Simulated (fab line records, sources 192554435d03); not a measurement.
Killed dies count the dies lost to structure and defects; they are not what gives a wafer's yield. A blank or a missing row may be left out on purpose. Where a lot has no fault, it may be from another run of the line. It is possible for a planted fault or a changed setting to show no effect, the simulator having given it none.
fab line records ; flow n5_finfet
record: lots: 11; wafers: 30; last_day: 17
route steps=1938 shown BEOL_M11@1575 PASSIVATION@1936
lots that met no fault: from a run of the same line without faults
start_h: hours from the record's first day to the start of the lot's first wafer shown ; wait_h: time in hours since the lot's previous step ; " identical to the entry in the row above ; L1.1+2: one row covering several wafers at once ; - no value present, or no start provided ; * or withheld: withheld ; < > ~ a bound
route shown NAME@n: names a module that has steps shown in the file, with the first one's number in the route ; usual: average and standard deviation across the fault-free wafers ; same: alike in all rows ; chamber/n: place in a boat ; sites: readings site by site ; _std_site: how widely they spread, as a standard deviation ; _edge_site: inner sites' mean taken away from outer sites' mean ; radius_mm: for every site, how far away it sits from the centre of the wafer ; mask NAME#n: copy n ; behind: the most recent tool/chamber to have shaped the wafer ; hold: reason for holding the lot/hours on hold/outcome of the hold ; device: which transistor (n, p or np) failed to switch ; end of line: at the end of the route, the tests of the same wafers ; where a step has no rows: the recipe by itself ; killed: not the wafer's yield, but the dies lost to structure and defects at the first sort ; map: a wafer's dies, x killed, . not, _ none there
set.NAME: the setting as run; set.NAME@STEP: as run at that earlier step ; model.NAME: the simulator's own value behind a step, which no gauge read
one table for each step of the route and one row for each wafer, over a sample of lots
services: the hour from which a tool's chamber was out of use, counted from the record's first day as start_h (under 0 if before that day), plus the number of hours and why
== steps ==
step: N5_BEOL_M11_VIA_ETCH_34
recipe: chemistry: C4F6/O2; target: SiCOH_lowk; target_depth_a: 1845; mask_material: SOC; taper_deg: 4; time_s: 69.2; ion_energy_ev: 250; pressure_mtorr: 30; source_w: 345; bias_w: 185; Ar_flow_sccm: 300; C4F6_flow_sccm: 10; O2_flow_sccm: 10
usual: drypump_motor_current_A: 5.9/0.54; mfc_ar_sccm: 299.9/0.96; oes_ar_750_au: 0.78/0.09; oes_product_au: 0.79/0.098; rf_vpp_V: 673/8.3; showerhead_plenum_p_Torr: 2.89/0.083; throttle_valve_pct: 20.95/0.26
same: time_s: 69.2
lot.wafer;tool;chamber;start_h;wait_h;drypump_motor_current_A;mfc_ar_sccm;oes_ar_750_au;oes_product_au;rf_hours_counter_h;rf_vpp_V;showerhead_plenum_p_Torr;throttle_valve_pct
L945.1;rie_diel-02;3;223.51;0.0;6.3;299.9;0.68;0.67;239;669;2.92;20.86
L945.3;rie_diel-02;0;223.51;0.0;5.2;299.7;0.70;0.69;242;673;2.92;20.92
L945.4;rie_diel-02;1;223.51;0.0;6.3;301.5;0.80;0.80;-;675;2.88;20.52
L948.3;rie_diel-02;0;244.85;0.0;5.2;299.9;0.69;0.67;247;673;2.91;20.94
L948.5;rie_diel-02;2;244.85;0.0;5.9;299.9;0.94;0.95;-;666;3.07;20.70
L948.6;rie_diel-02;1;244.85;0.0;6.3;302.0;0.79;0.80;-;674;2.88;20.53
L950.2;rie_diel-02;2;277.68;0.0;5.9;298.4;0.89;0.89;14;667;3.07;20.72
L950.4;rie_diel-02;2;277.68;0.0;5.9;300.1;0.90;0.89;-;668;3.07;20.74
L950.5;rie_diel-02;1;277.68;0.0;6.3;299.2;0.78;0.78;-;675;2.87;20.56
L951.1;rie_diel-05;3;293.25;0.0;5.8;300.7;0.69;0.69;202;671;2.94;21.27
L951.4;rie_diel-05;1;293.25;0.0;5.3;300.3;0.90;0.92;21;693;2.91;20.86
L951.5;rie_diel-05;0;293.25;0.0;6.6;300.6;0.72;0.73;-;679;2.76;20.84
L952.1;rie_diel-05;2;293.72;0.0;6.6;299.7;0.72;0.72;190;667;2.81;20.85
L952.2;rie_diel-05;1;293.72;0.0;5.3;299.7;0.89;0.92;21;691;2.91;20.87
L952.6;rie_diel-05;2;293.72;0.0;6.6;300.9;0.72;0.72;-;669;2.81;20.85
L961.2;rie_diel-05;2;328.48;0.0;6.6;297.5;0.71;0.72;199;666;2.81;20.85
L961.3;rie_diel-05;0;328.48;0.0;6.6;299.8;0.72;0.72;195;678;2.76;20.84
L961.5;rie_diel-05;1;328.48;0.0;5.3;300.3;0.87;0.90;-;693;2.91;20.86
L960.1;rie_diel-02;2;338.00;0.0;5.9;297.4;0.85;0.86;34;666;3.06;20.75
L960.3;rie_diel-02;0;338.00;0.0;5.2;297.1;0.90;0.92;21;671;2.90;20.72
L963.2;rie_diel-05;2;346.93;0.0;6.6;298.7;0.71;0.71;206;666;2.81;20.88
L963.3;rie_diel-05;1;346.93;0.0;5.4;299.9;0.87;0.90;37;694;2.90;20.88
L963.5;rie_diel-05;1;346.93;0.0;5.3;301.3;0.86;0.89;-;694;2.90;20.89
L964.4;rie_diel-02;0;355.44;0.0;5.2;299.6;0.89;0.90;27;673;2.90;20.74
L964.5;rie_diel-02;0;355.44;0.0;5.2;301.6;0.89;0.90;-;670;2.90;20.73
L965.4;rie_diel-02;0;358.08;0.0;5.2;299.3;0.89;0.90;28;672;2.90;20.74
L965.5;rie_diel-02;1;358.08;0.0;6.3;298.4;0.76;0.76;-;674;2.86;20.60
L966.1;rie_diel-05;3;371.57;0.0;5.8;299.0;0.67;0.67;226;670;2.93;21.31
L966.2;rie_diel-05;0;371.57;0.0;6.6;299.8;0.70;0.70;211;679;2.75;20.86
L966.3;rie_diel-05;2;371.57;0.0;6.6;300.2;0.70;0.69;215;666;2.80;20.90
step: N5_BEOL_M11_STRIP_36
recipe: chemistry: N2/H2; power_w: 450; temp_c: 40; pressure_mtorr: 20; rf_frequency_hz: 6e+07; overash_fraction: 0.3; bias_power_w: 7; h2_frac: 0.5; n2_flow_sccm: 200; h2_flow_sccm: 200
usual: drypump_motor_current_A: 5.9/0.54; oes_product_au: 0.79/0.1; rf_vpp_V: 58.9/1.8; showerhead_plenum_p_Torr: 2.57/0.072; temp_c: 40.01/0.12; throttle_valve_pct: 23.63/0.26
lot.wafer;tool;chamber;start_h;wait_h;drypump_motor_current_A;oes_product_au;rf_hours_counter_h;rf_vpp_V;showerhead_plenum_p_Torr;temp_c;throttle_valve_pct
L945.1;rie_diel-02;3;223.57;0.0;6.3;0.65;239;57.9;2.64;40.00;23.78
L945.3;rie_diel-02;0;223.57;0.0;5.2;0.68;242;56.9;2.59;40.02;23.15
L945.4;rie_diel-02;1;223.57;0.0;6.3;0.81;-;58.1;2.59;39.83;23.51
L948.3;rie_diel-02;0;244.91;0.0;5.2;0.68;247;56.5;2.59;39.96;23.19
L948.5;rie_diel-02;2;244.91;0.0;5.9;0.95;-;58.7;2.70;40.14;23.16
L948.6;rie_diel-02;1;244.91;0.0;6.3;0.81;-;60.0;2.59;40.30;23.54
L950.2;rie_diel-02;2;277.75;0.0;5.9;0.89;14;60.0;2.69;40.01;23.18
L950.4;rie_diel-02;2;277.75;0.0;5.9;0.89;-;56.7;2.69;39.95;23.16
L950.5;rie_diel-02;1;277.75;0.0;6.3;0.80;-;57.5;2.59;39.90;23.57
L951.1;rie_diel-05;3;293.31;0.0;5.9;0.67;202;59.7;2.63;39.95;24.01
L951.4;rie_diel-05;1;293.31;0.0;5.3;0.94;21;60.0;2.59;40.00;23.48
L951.5;rie_diel-05;0;293.31;0.0;6.6;0.73;-;60.6;2.43;39.88;23.48
L952.1;rie_diel-05;2;293.78;0.0;6.7;0.73;190;60.1;2.51;40.07;23.74
L952.2;rie_diel-05;1;293.78;0.0;5.3;0.93;21;59.2;2.59;40.09;23.48
L952.6;rie_diel-05;2;293.78;0.0;6.6;0.74;-;61.1;2.51;40.07;23.79
L961.2;rie_diel-05;2;328.54;0.0;6.6;0.73;199;58.2;2.51;39.92;23.78
L961.3;rie_diel-05;0;328.54;0.0;6.6;0.73;195;60.5;2.43;39.97;23.49
L961.5;rie_diel-05;1;328.54;0.0;5.4;0.92;-;58.4;2.58;40.08;23.47
L960.1;rie_diel-02;2;338.06;0.0;5.9;0.88;34;56.4;2.68;39.89;23.24
L960.3;rie_diel-02;0;338.06;0.0;5.2;0.92;21;62.5;2.58;40.05;23.15
L963.2;rie_diel-05;2;346.99;0.0;6.6;0.71;206;59.1;2.50;39.93;23.79
L963.3;rie_diel-05;1;346.99;0.0;5.3;0.92;37;62.3;2.58;40.15;23.51
L963.5;rie_diel-05;1;346.99;0.0;5.3;0.90;-;57.6;2.58;40.15;23.53
L964.4;rie_diel-02;0;355.50;0.0;5.2;0.90;27;61.2;2.57;39.98;23.18
L964.5;rie_diel-02;0;355.50;0.0;5.2;0.91;-;57.0;2.57;39.98;23.22
L965.4;rie_diel-02;0;358.14;0.0;5.2;0.89;28;56.5;2.57;39.93;23.20
L965.5;rie_diel-02;1;358.14;0.0;6.3;0.77;-;59.5;2.58;40.00;23.58
L966.1;rie_diel-05;3;371.63;0.0;5.8;0.68;226;61.0;2.62;40.00;24.03
L966.2;rie_diel-05;0;371.63;0.0;6.6;0.70;211;59.9;2.42;40.14;23.52
L966.3;rie_diel-05;2;371.63;0.0;6.6;0.71;215;58.5;2.50;40.07;23.80
step: N5_BEOL_M11_CVD_75
recipe: material: Co; target_thk_a: 20; temp_c: withheld; precursor: CCTBA/H2; pressure_torr: 30; time_s: 138.9
usual: run_length_s: 161.5/0.44
lot.wafer;tool;chamber;start_h;wait_h;run_length_s
L945.1;cvd_co-01;1;225.57;0.3;162.0
L945.3;cvd_co-01;2;225.57;0.3;161.8
L945.4;cvd_co-01;1;225.57;0.3;162.5
L948.3;cvd_co-01;2;246.53;0.0;161.5
L948.5;cvd_co-01;0;246.53;0.0;160.7
L948.6;cvd_co-01;1;246.53;0.0;162.4
L950.2;cvd_co-01;2;279.29;0.3;161.7
L950.4;cvd_co-01;1;279.29;0.3;162.2
L950.5;cvd_co-01;0;279.29;0.3;161.6
L951.1;cvd_co-01;1;294.74;0.0;161.9
L951.4;cvd_co-01;1;294.74;0.0;162.0
L951.5;cvd_co-01;2;294.74;0.0;161.4
L952.1;cvd_co-02;1;295.12;0.0;161.4
L952.2;cvd_co-02;0;295.12;0.0;161.1
L952.6;cvd_co-02;2;295.12;0.0;160.8
L961.2;cvd_co-02;0;330.55;0.0;161.1
L961.3;cvd_co-02;1;330.55;0.0;162.2
L961.5;cvd_co-02;2;330.55;0.0;161.0
L960.1;cvd_co-01;0;339.63;0.1;160.8
L960.3;cvd_co-01;2;339.63;0.1;117.6
L963.2;cvd_co-02;1;350.04;0.0;161.4
L963.3;cvd_co-02;0;350.04;0.0;161.1
L963.5;cvd_co-02;0;350.04;0.0;161.3
L964.4;cvd_co-01;0;356.84;0.1;161.1
L964.5;cvd_co-01;1;356.84;0.1;117.8
L965.4;cvd_co-01;1;362.42;0.1;161.7
L965.5;cvd_co-01;2;362.42;0.1;117.6
L966.1;cvd_co-02;0;373.25;0.1;161.2
L966.2;cvd_co-02;1;373.25;0.1;162.4
L966.3;cvd_co-02;2;373.25;0.1;161.6
step: N5_BEOL_M11_ANNEAL_51
recipe: temp_c: 225; time_s: 90; ambient: N2
usual: wafer_temp_C_max: 225.68/0.21
same: time_s: 90
lot.wafer;tool;chamber;start_h;wait_h;wafer_temp_C_max
L945.1;rtp_anneal-01;0;226.60;0.2;225.93
L945.3;rtp_anneal-01;0;226.60;0.2;225.54
L945.4;rtp_anneal-01;0;226.60;0.2;225.68
L948.3;rtp_anneal-02;0;248.82;0.3;225.52
L948.5;rtp_anneal-02;0;248.82;0.3;225.79
L948.6;rtp_anneal-02;0;248.82;0.3;225.44
L950.2;rtp_anneal-02;0;280.57;0.4;225.57
L950.4;rtp_anneal-02;0;280.57;0.4;225.80
L950.5;rtp_anneal-02;0;280.57;0.4;225.98
L951.1;rtp_anneal-02;0;295.20;0.1;225.52
L951.4;rtp_anneal-02;0;295.20;0.1;225.51
L951.5;rtp_anneal-02;0;295.20;0.1;225.69
L952.1;rtp_anneal-02;0;295.52;0.1;225.82
L952.2;rtp_anneal-02;0;295.52;0.1;225.27
L952.6;rtp_anneal-02;0;295.52;0.1;225.76
L961.2;rtp_anneal-01;0;331.58;0.7;225.30
L961.3;rtp_anneal-01;0;331.58;0.7;225.67
L961.5;rtp_anneal-01;0;331.58;0.7;225.78
L960.1;rtp_anneal-02;0;340.32;0.4;225.52
L960.3;rtp_anneal-02;0;340.32;0.4;225.90
L963.2;rtp_anneal-01;0;350.48;0.1;225.51
L963.3;rtp_anneal-01;0;350.48;0.1;225.41
L963.5;rtp_anneal-01;0;350.48;0.1;225.35
L964.4;rtp_anneal-02;0;357.28;0.2;225.70
L964.5;rtp_anneal-02;0;357.28;0.2;225.61
L965.4;rtp_anneal-02;0;363.02;0.3;225.98
L965.5;rtp_anneal-02;0;363.02;0.3;225.76
L966.1;rtp_anneal-02;0;374.89;0.1;226.09
L966.2;rtp_anneal-02;0;374.89;0.1;225.83
L966.3;rtp_anneal-02;0;374.89;0.1;225.61
step: N5_PASSIVATION_PROBE_49
usual: defect_limited_yield: 91.1/1.4; killed_at_M0_to_M3: 34/9.7; killed_at_M4_up: 13/5.1; killed_at_contacts: 14/6.3; killed_at_front_end: 40/11; killed_at_other: 3.5/2.7; killed_dies: 105/16; killed_on_rim: 13/4.1; killed_open: 70/12; killed_short: 34/7.8; sort_bin_4_leakage: 0.02/0.13; sort_bin_5_function: 5.2/0.88; sort_bin_6_memory: 3.3/0.7; sort_n_pass: 1074/17; sort_yield_pct: 91.0/1.5
same: gross_dies: 1180; killed_at_back_side: 0; sort_bin_8_speed[%]: 0
lot.wafer;tool;chamber;start_h;wait_h;defect_limited_yield[%];killed_at_M0_to_M3;killed_at_M4_up;killed_at_contacts;killed_at_front_end;killed_at_other;killed_dies;killed_on_rim;killed_open;killed_short;sort_bin_4_leakage[%];sort_bin_5_function[%];sort_bin_6_memory[%];sort_n_pass;sort_yield_pct[%]
L945.1;prober-01;-;271.66;0.0;93.2;31;10;9;28;2;80;9;61;18;0;3.7;3.0;1100;93.2
L945.3;prober-01;-;271.76;0.1;90.2;55;8;15;34;4;116;25;76;39;0;5.9;3.3;1064;90.2
L945.4;prober-01;-;271.81;0.2;93.0;27;19;8;23;6;83;15;61;21;0.08;4.1;2.9;1096;92.9
L948.3;prober-01;-;291.88;0.1;90.6;43;8;17;43;0;111;23;71;35;0;6.4;2.2;1069;90.6
L948.5;prober-01;-;291.98;0.2;91.7;29;8;18;42;1;98;9;65;32;0;4.9;3.2;1082;91.7
L948.6;prober-01;-;292.03;0.3;91.4;25;7;31;37;1;101;13;70;31;0;5.3;2.6;1079;91.4
L950.2;prober-01;-;320.92;0.1;89.4;27;6;29;61;2;125;20;80;42;0;5.5;4.5;1055;89.4
L950.4;prober-01;-;321.02;0.2;91.4;37;17;7;39;2;102;20;59;40;0;4.2;4.3;1078;91.4
L950.5;prober-01;-;321.07;0.2;91.0;38;13;17;31;7;106;10;71;35;0;5.3;3.4;1074;91.0
L951.1;prober-01;-;331.31;0.0;90.1;46;17;29;23;2;117;13;80;36;0;5.4;4.2;1063;90.1
L951.4;prober-01;-;331.46;0.2;90.2;40;17;22;34;3;116;18;83;33;0;6.0;3.6;1064;90.2
L951.5;prober-01;-;331.51;0.2;89.9;40;15;21;37;6;119;13;78;40;0;6.4;3.6;1061;89.9
L952.1;prober-01;-;335.86;0.0;89.7;40;13;11;57;1;122;17;83;35;0;6.1;3.9;1058;89.7
L952.2;prober-01;-;335.91;0.1;90.7;36;10;13;47;4;110;13;77;32;0;5.4;3.8;1070;90.7
L952.6;prober-01;-;336.11;0.3;88.7;32;20;14;66;1;133;17;87;45;0;5.5;5.1;1047;88.7
L961.2;prober-01;-;371.55;0.1;90.8;34;16;6;50;2;108;11;71;37;0;5.6;3.4;1072;90.8
L961.3;prober-01;-;371.60;0.1;93.0;29;9;7;37;1;83;9;63;20;0;4.4;2.3;1097;93.0
L961.5;prober-01;-;371.70;0.2;92.1;21;13;12;43;4;93;14;60;33;0;4.5;3.1;1087;92.1
L960.1;prober-02;-;377.88;0.0;88.9;56;16;10;45;4;131;21;92;38;0;5.9;4.7;1049;88.9
L960.3;prober-02;-;377.98;0.1;92.7;37;8;5;36;0;86;13;61;25;0;4.3;2.9;1094;92.7
L963.2;prober-01;-;388.04;0.1;92.4;30;14;17;26;3;90;15;62;28;0;4.7;2.8;1090;92.4
L963.3;prober-01;-;388.09;0.1;92.5;19;7;20;37;5;88;9;55;29;0;3.7;3.3;1092;92.5
L963.5;prober-01;-;388.19;0.2;90.4;37;8;14;47;7;113;7;56;57;0;5.5;3.4;1067;90.4
L964.4;prober-01;-;398.94;0.2;90.9;45;7;14;36;5;107;11;57;48;0;5.7;2.7;1073;90.9
L964.5;prober-01;-;398.99;0.2;93.1;38;8;13;15;8;82;11;50;27;0;4.2;2.5;1098;93.1
L965.4;prober-01;-;403.23;0.2;92.5;24;16;3;45;0;88;8;51;37;0;4.5;2.5;1092;92.5
L965.5;prober-01;-;403.28;0.2;93.1;23;14;4;39;1;81;10;49;31;0;3.7;2.8;1099;93.1
L966.1;prober-01;-;407.51;0.0;91.2;31;10;10;52;1;104;9;73;29;0;5.3;3.1;1076;91.2
L966.2;prober-01;-;407.56;0.1;92.4;30;12;7;39;2;90;12;62;28;0;4.9;2.6;1090;92.4
L966.3;prober-01;-;407.61;0.1;92.3;31;8;9;40;3;91;17;58;33;0;4.7;2.5;1089;92.3
killed by level:class
L945.1 STI_FIN_REVEAL:geometric_particle:open=13 BEOL_M1:geometric_particle:open=9 MOL_CONTACT_COAG:geometric_particle:open=8 BEOL_M0_SAQP:geometric_particle:open=7 BEOL_M0:geometric_particle:open=6 GATE_CUT:geometric_particle:short=3 BEOL_M4:geometric_particle:open=3 FIN_SAQP:geometric_particle:open=2
L945.3 BEOL_M3:geometric_particle:open=15 MOL_CONTACT_COAG:geometric_particle:open=10 BEOL_M0_SAQP:geometric_particle:short=9 STI_FIN_REVEAL:geometric_particle:open=8 BEOL_M0_SAQP:geometric_particle:open=8 BEOL_M1:geometric_particle:open=8 BEOL_M1:geometric_particle:short=6 MOL_CONTACT_COAG:geometric_particle:short=5
L945.4 STI_FIN_REVEAL:geometric_particle:open=8 BEOL_M0_SAQP:geometric_particle:open=8 BEOL_M1:geometric_particle:open=8 BEOL_M4:geometric_particle:open=7 BEOL_M0_SAQP:geometric_particle:short=6 FIN_SAQP:geometric_particle:open=4 MOL_CONTACT_COAG:geometric_particle:short=4 MOL_CONTACT_COAG:geometric_particle:open=4
L948.3 BEOL_M0_SAQP:geometric_particle:short=15 MOL_CONTACT_COAG:geometric_particle:open=14 BEOL_M0_SAQP:geometric_particle:open=13 DUMMY_GATE:geometric_particle:open=10 BEOL_M2:geometric_particle:open=7 FIN_SAQP:geometric_particle:open=5 FIN_SAQP:geometric_particle:short=5 GATE_CUT:geometric_particle:short=5
L948.5 MOL_CONTACT_COAG:geometric_particle:open=14 BEOL_M0_SAQP:geometric_particle:open=12 DUMMY_GATE:geometric_particle:open=9 FIN_SAQP:geometric_particle:open=7 BEOL_M0_SAQP:geometric_particle:short=6 DUMMY_GATE:geometric_particle:short=5 BEOL_M2:geometric_particle:open=5 STARTING-WAFER:geometric_particle:open=5
L948.6 MOL_CONTACT_COAG:geometric_particle:open=25 FIN_SAQP:geometric_particle:open=9 BEOL_M0_SAQP:geometric_particle:short=8 BEOL_M0_SAQP:geometric_particle:open=8 FIN_SAQP:geometric_particle:short=7 DUMMY_GATE:geometric_particle:open=6 MOL_CONTACT_COAG:geometric_particle:short=6 BEOL_M4:geometric_particle:open=6
L950.2 MOL_CONTACT_COAG:geometric_particle:open=24 BEOL_M1:geometric_particle:open=13 STI_FIN_REVEAL:geometric_particle:open=10 GATE_CUT:geometric_particle:short=10 FIN_SAQP:geometric_particle:short=9 FIN_SAQP:geometric_particle:open=7 DUMMY_GATE:geometric_particle:open=7 GATE_CUT:geometric_particle:open=5
L950.4 STI_FIN_REVEAL:geometric_particle:open=9 GATE_CUT:geometric_particle:short=9 BEOL_M2:geometric_particle:short=9 DUMMY_GATE:geometric_particle:open=6 BEOL_M5:geometric_particle:open=6 BEOL_M3:geometric_particle:open=6 BEOL_M0_SAQP:geometric_particle:short=5 GATE_CUT:geometric_particle:open=4
L950.5 STI_FIN_REVEAL:geometric_particle:open=12 BEOL_M1:geometric_particle:open=11 MOL_CONTACT_COAG:geometric_particle:open=9 BEOL_M3:geometric_particle:open=8 MOL_CONTACT_COAG:geometric_particle:short=8 BEOL_M4:geometric_particle:open=7 FIN_SAQP:geometric_particle:short=6 BEOL_M2:geometric_particle:open=6
L951.1 MOL_CONTACT_COAG:geometric_particle:open=22 BEOL_M0_SAQP:geometric_particle:short=18 BEOL_M0_SAQP:geometric_particle:open=14 STI_FIN_REVEAL:geometric_particle:open=10 BEOL_M4:geometric_particle:open=8 MOL_CONTACT_COAG:geometric_particle:short=7 BEOL_M2:geometric_particle:open=6 FIN_SAQP:geometric_particle:open=5
L951.4 MOL_CONTACT_COAG:geometric_particle:open=21 BEOL_M0_SAQP:geometric_particle:short=12 BEOL_M0_SAQP:geometric_particle:open=10 BEOL_M4:geometric_particle:open=10 STI_FIN_REVEAL:geometric_particle:open=8 BEOL_M1:geometric_particle:open=7 DUMMY_GATE:geometric_particle:open=6 BEOL_M1:geometric_particle:short=4
L951.5 MOL_CONTACT_COAG:geometric_particle:open=15 STI_FIN_REVEAL:geometric_particle:open=12 BEOL_M0_SAQP:geometric_particle:open=12 BEOL_M0_SAQP:geometric_particle:short=9 BEOL_M2:geometric_particle:open=8 BEOL_M4:geometric_particle:open=8 MOL_CONTACT_COAG:geometric_particle:short=6 STI_FIN_REVEAL:geometric_particle:short=5
L952.1 STI_FIN_REVEAL:geometric_particle:open=16 BEOL_M0_SAQP:geometric_particle:open=14 MOL_CONTACT_COAG:geometric_particle:open=9 BEOL_M2:geometric_particle:open=8 BEOL_M0_SAQP:geometric_particle:short=7 DUMMY_GATE:geometric_particle:open=6 STI_FIN_REVEAL:geometric_particle:short=5 GATE_CUT:geometric_particle:short=5
L952.2 MOL_CONTACT_COAG:geometric_particle:open=12 BEOL_M0_SAQP:geometric_particle:open=9 STI_FIN_REVEAL:geometric_particle:open=8 BEOL_M0_SAQP:geometric_particle:short=8 BEOL_M5:geometric_particle:open=8 FIN_SAQP:geometric_particle:open=7 DUMMY_GATE:geometric_particle:open=7 BEOL_M3:geometric_particle:open=7
L952.6 STI_FIN_REVEAL:geometric_particle:open=23 MOL_CONTACT_COAG:geometric_particle:open=11 STI_FIN_REVEAL:geometric_particle:short=8 BEOL_M0_SAQP:geometric_particle:short=6 BEOL_M0_SAQP:geometric_particle:open=6 BEOL_M4:geometric_particle:open=6 STARTING-WAFER:geometric_particle:short=6 FIN_SAQP:geometric_particle:open=5
L961.2 FIN_SAQP:geometric_particle:open=9 BEOL_M0_SAQP:geometric_particle:open=9 BEOL_M0_SAQP:geometric_particle:short=9 DUMMY_GATE:geometric_particle:open=7 STI_FIN_REVEAL:geometric_particle:open=6 MOL_CONTACT_COAG:geometric_particle:open=6 BEOL_M3:geometric_particle:open=6 FIN_SAQP:geometric_particle:short=5
L961.3 BEOL_M3:geometric_particle:open=10 FIN_SAQP:geometric_particle:open=8 DUMMY_GATE:geometric_particle:open=8 BEOL_M0_SAQP:geometric_particle:open=7 MOL_CONTACT_COAG:geometric_particle:open=7 STI_FIN_REVEAL:geometric_particle:open=5 BEOL_M0:geometric_particle:open=4 BEOL_M0_SAQP:geometric_particle:short=3
L961.5 STI_FIN_REVEAL:geometric_particle:open=14 MOL_CONTACT_COAG:geometric_particle:open=8 FIN_SAQP:geometric_particle:open=6 STARTING-WAFER:geometric_particle:short=5 FIN_SAQP:geometric_particle:short=4 DUMMY_GATE:geometric_particle:open=4 MOL_CONTACT_COAG:geometric_particle:short=4 BEOL_M1:geometric_particle:short=4
L960.1 BEOL_M3:geometric_particle:open=22 STI_FIN_REVEAL:geometric_particle:open=16 BEOL_M0_SAQP:geometric_particle:short=11 MOL_CONTACT_COAG:geometric_particle:open=8 BEOL_M1:geometric_particle:open=8 BEOL_M0_SAQP:geometric_particle:open=7 BEOL_M4:geometric_particle:open=6 FIN_SAQP:geometric_particle:short=5
L960.3 BEOL_M0_SAQP:geometric_particle:open=11 FIN_SAQP:geometric_particle:open=9 BEOL_M3:geometric_particle:open=8 BEOL_M0_SAQP:geometric_particle:short=7 DUMMY_GATE:geometric_particle:open=5 STI_FIN_REVEAL:geometric_particle:open=5 FIN_SAQP:geometric_particle:short=4 MOL_CONTACT_COAG:geometric_particle:open=4
L963.2 MOL_CONTACT_COAG:geometric_particle:open=13 STI_FIN_REVEAL:geometric_particle:open=8 FIN_SAQP:geometric_particle:short=7 BEOL_M1:geometric_particle:open=7 FIN_SAQP:geometric_particle:open=4 MOL_CONTACT_COAG:geometric_particle:short=4 BEOL_M0_SAQP:geometric_particle:short=4 BEOL_M3:geometric_particle:open=4
L963.3 MOL_CONTACT_COAG:geometric_particle:open=17 FIN_SAQP:geometric_particle:short=9 STI_FIN_REVEAL:geometric_particle:open=7 BEOL_M0_SAQP:geometric_particle:short=6 DUMMY_GATE:geometric_particle:open=4 BEOL_M0:geometric_particle:open=4 MOL_CONTACT_COAG:geometric_particle:short=3 FIN_SAQP:geometric_particle:open=2
L963.5 BEOL_M0_SAQP:geometric_particle:short=13 FIN_SAQP:geometric_particle:short=12 STI_FIN_REVEAL:geometric_particle:open=11 BEOL_M0_SAQP:geometric_particle:open=8 MOL_CONTACT_COAG:geometric_particle:short=7 MOL_CONTACT_COAG:geometric_particle:open=7 FIN_SAQP:geometric_particle:open=5 GATE_CUT:geometric_particle:short=5
L964.4 MOL_CONTACT_COAG:geometric_particle:open=13 BEOL_M0_SAQP:geometric_particle:open=11 FIN_SAQP:geometric_particle:short=9 GATE_CUT:geometric_particle:short=9 BEOL_M0_SAQP:geometric_particle:short=8 BEOL_M2:geometric_particle:open=8 BEOL_M1:geometric_particle:open=5 FIN_SAQP:geometric_particle:open=4
L964.5 BEOL_M0_SAQP:geometric_particle:short=12 MOL_CONTACT_COAG:geometric_particle:open=11 BEOL_M3:geometric_particle:open=9 BEOL_M0_SAQP:geometric_particle:open=8 MIM_TOP_ETCH:geometric_particle:short=4 ILD0:geometric_particle:short=3 BEOL_M1:geometric_particle:open=3 BEOL_M2:geometric_particle:open=3
L965.4 FIN_SAQP:geometric_particle:open=10 FIN_SAQP:geometric_particle:short=7 BEOL_M0_SAQP:geometric_particle:open=6 BEOL_M1:geometric_particle:open=6 STI_FIN_REVEAL:geometric_particle:open=5 GATE_CUT:geometric_particle:short=5 BEOL_M4:geometric_particle:short=5 STARTING-WAFER:geometric_particle:short=5
L965.5 FIN_SAQP:geometric_particle:open=13 FIN_SAQP:geometric_particle:short=9 BEOL_M1:geometric_particle:open=8 BEOL_M4:geometric_particle:short=7 BEOL_M0_SAQP:geometric_particle:open=5 BEOL_M2:geometric_particle:open=5 STI_FIN_REVEAL:geometric_particle:open=4 DUMMY_GATE:geometric_particle:short=3
L966.1 FIN_SAQP:geometric_particle:open=14 FIN_SAQP:geometric_particle:short=10 BEOL_M0_SAQP:geometric_particle:open=10 MOL_CONTACT_COAG:geometric_particle:open=9 STI_FIN_REVEAL:geometric_particle:open=6 BEOL_M3:geometric_particle:open=6 BEOL_M0_SAQP:geometric_particle:short=4 BEOL_M2:geometric_particle:open=4
L966.2 FIN_SAQP:geometric_particle:open=10 BEOL_M0_SAQP:geometric_particle:open=9 BEOL_M4:geometric_particle:open=7 FIN_SAQP:geometric_particle:short=5 MOL_CONTACT_COAG:geometric_particle:open=5 BEOL_M1:geometric_particle:open=5 BEOL_M2:geometric_particle:open=5 STI_FIN_REVEAL:geometric_particle:open=4
L966.3 FIN_SAQP:geometric_particle:short=17 FIN_SAQP:geometric_particle:open=9 BEOL_M3:geometric_particle:open=9 MOL_CONTACT_COAG:geometric_particle:open=7 BEOL_M0_SAQP:geometric_particle:open=6 BEOL_M1:geometric_particle:open=6 DUMMY_GATE:geometric_particle:open=5 GATE_CUT:geometric_particle:short=4
== services ==
tool;chamber;start_h;hours;kind
rie_diel-02;2;214.60;-;clean
rie_diel-02;2;214.60;-;consumable_replace:focus_ring
rie_diel-02;2;214.60;-;consumable_replace:showerhead
rie_diel-02;2;214.60;22.7;scheduled_down
rie_diel-02;2;214.60;22.7;vent_cycle
rtp_anneal-02;-;235.34;1.0;pm
rie_diel-02;0;254.63;-;clean
rie_diel-02;0;254.63;-;consumable_replace:focus_ring
rie_diel-02;0;254.63;32.4;scheduled_down
rie_diel-02;0;254.63;32.4;vent_cycle
rie_diel-02;3;287.04;-;clean
rie_diel-02;3;287.04;-;consumable_replace:focus_ring
rie_diel-02;3;287.04;29.0;scheduled_down
rie_diel-02;3;287.04;29.0;vent_cycle
cvd_co-01;0;289.13;11.4;repair
cvd_co-02;0;302.69;25.2;repair
rie_diel-02;1;322.00;2.0;repair
cvd_co-01;1;333.33;-;clean
cvd_co-01;1;333.33;22.0;scheduled_down
cvd_co-01;1;333.33;22.0;vent_cycle
== key ==
first_sign: step: N5_BEOL_M11_CVD_75; reading: run_length_s; direction: down; sigmas: 99+; usual: *; struck: *
effect none on later readings
met_at N5_BEOL_M11_CVD_75
struck_lots L960,L964,L965
struck_wafers L960.3,L964.5,L965.5
not_acting_at N5_BEOL_M11_VIA_ETCH_34,N5_BEOL_M11_STRIP_36,N5_BEOL_M11_ANNEAL_51
onset_between 294.74 339.63
fault: kind: process_parameter_drift; tool: cvd_co-01; chamber: -; onset_h: 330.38; steps: N5_BEOL_M11_CVD_75; channel: time_s; offset: *; shape: step; end_h: 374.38; scope: struck_wafers_only; acts_in: *; stated: *
